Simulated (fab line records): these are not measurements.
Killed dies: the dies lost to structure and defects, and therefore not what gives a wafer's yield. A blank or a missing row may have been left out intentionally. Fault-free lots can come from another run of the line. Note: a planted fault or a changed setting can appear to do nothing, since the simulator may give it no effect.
Matching of chambers | flow n5 finfet | N5_BEOL_M14_STRIP_37 on rie diel-01: 4 sister chambers
The step strips in O2. 20 wafers are shown with their chamber, then 10 later ones without.

## WAFERS, EACH WITH ITS CHAMBER
wafer  | chamber | throttle valve pct (%) | showerhead plenum p Torr (Torr) | oes product au (a.u.)
L076.1 | 1       | 16.55                  | 2.12                            | 0.85
L076.4 | 2       | 16.89                  | 2.11                            | 0.77
L076.6 | 3       | 16.94                  | 2.06                            | 0.71
L075.2 | 1       | 16.54                  | 2.11                            | 0.85
L075.4 | 3       | 16.94                  | 2.06                            | 0.72
L075.6 | 0       | 16.78                  | 2.11                            | 0.80
L082.1 | 2       | 16.93                  | 2.10                            | 0.76
L082.4 | 0       | 16.82                  | 2.11                            | 0.78
L082.5 | 2       | 16.89                  | 2.10                            | 0.75
L084.2 | 0       | 16.83                  | 2.10                            | 0.77
L084.5 | 0       | 16.86                  | 2.10                            | 0.77
L084.6 | 3       | 17.00                  | 2.05                            | 0.70
L089.1 | 0       | 16.82                  | 2.10                            | 0.78
L089.4 | 1       | 16.59                  | 2.10                            | 0.83
L089.6 | 3       | 16.96                  | 2.05                            | 0.71
L088.2 | 1       | 16.65                  | 2.11                            | 0.81
L088.3 | 2       | 16.92                  | 2.10                            | 0.74
L088.4 | 3       | 16.94                  | 2.05                            | 0.70
L091.2 | 0       | 16.82                  | 2.10                            | 0.78
L091.5 | 3       | 17.00                  | 2.05                            | 0.69

SIGNATURES (means of the wafers above)
reading                  | chamber 0 | chamber 1 | chamber 2 | chamber 3 | scatter within a chamber
throttle valve pct       | 16.8217   | 16.5825   | 16.9075   | 16.9633   | 0.032
showerhead plenum p Torr | 2.1033    | 2.1100    | 2.1025    | 2.0533    | 0.00582
oes product au           | 0.7800    | 0.8350    | 0.7550    | 0.7050    | 0.0131
Rule: a wafer lies at a distance from a chamber equal to the root of the sum of squares, over the readings, of (its reading less the chamber's mean, divided by the reading's scatter). The wafer belongs to the nearest chamber; if the next one is less than 2 further off, it can't be placed. How the scatter is found: for the shown wafers, subtract from each reading the mean of its chamber, square and add these, divide the total by (wafers less chambers), then take the root.

## WAFERS MISSING THEIR CHAMBER
wafer  | throttle valve pct (%) | showerhead plenum p Torr (Torr) | oes product au (a.u.)
L091.6 | 16.82                  | 2.10                            | 0.77
L092.3 | 16.83                  | 2.10                            | 0.77
L092.5 | 16.61                  | 2.10                            | 0.83
L092.6 | 16.85                  | 2.10                            | 0.77
L094.3 | 16.54                  | 2.05                            | 0.96
L094.5 | 16.64                  | 2.10                            | 0.80
L094.6 | 16.98                  | 2.09                            | 0.71
L097.3 | 16.95                  | 2.09                            | 0.73
L097.4 | 16.57                  | 2.05                            | 0.94
L097.5 | 16.86                  | 2.09                            | 0.76

## THE CHAMBER EACH PASSED THROUGH
wafer  | from the rows above     | in truth
L091.6 | 0                       | 0
L092.3 | can't be placed: 0 or 2 | 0
L092.5 | 1                       | 1
L092.6 | can't be placed: 0 or 2 | 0
L094.3 | 1                       | 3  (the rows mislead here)
L094.5 | 1                       | 1
L094.6 | can't be placed: 2 or 3 | 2
L097.3 | 2                       | 2
L097.4 | 1                       | 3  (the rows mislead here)
L097.5 | can't be placed: 2 or 0 | 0
Correctly placed: 4 of 10. Unplaceable from these rows: 4, with the true chamber sitting among the candidates in 4. Placed wrongly: 2.
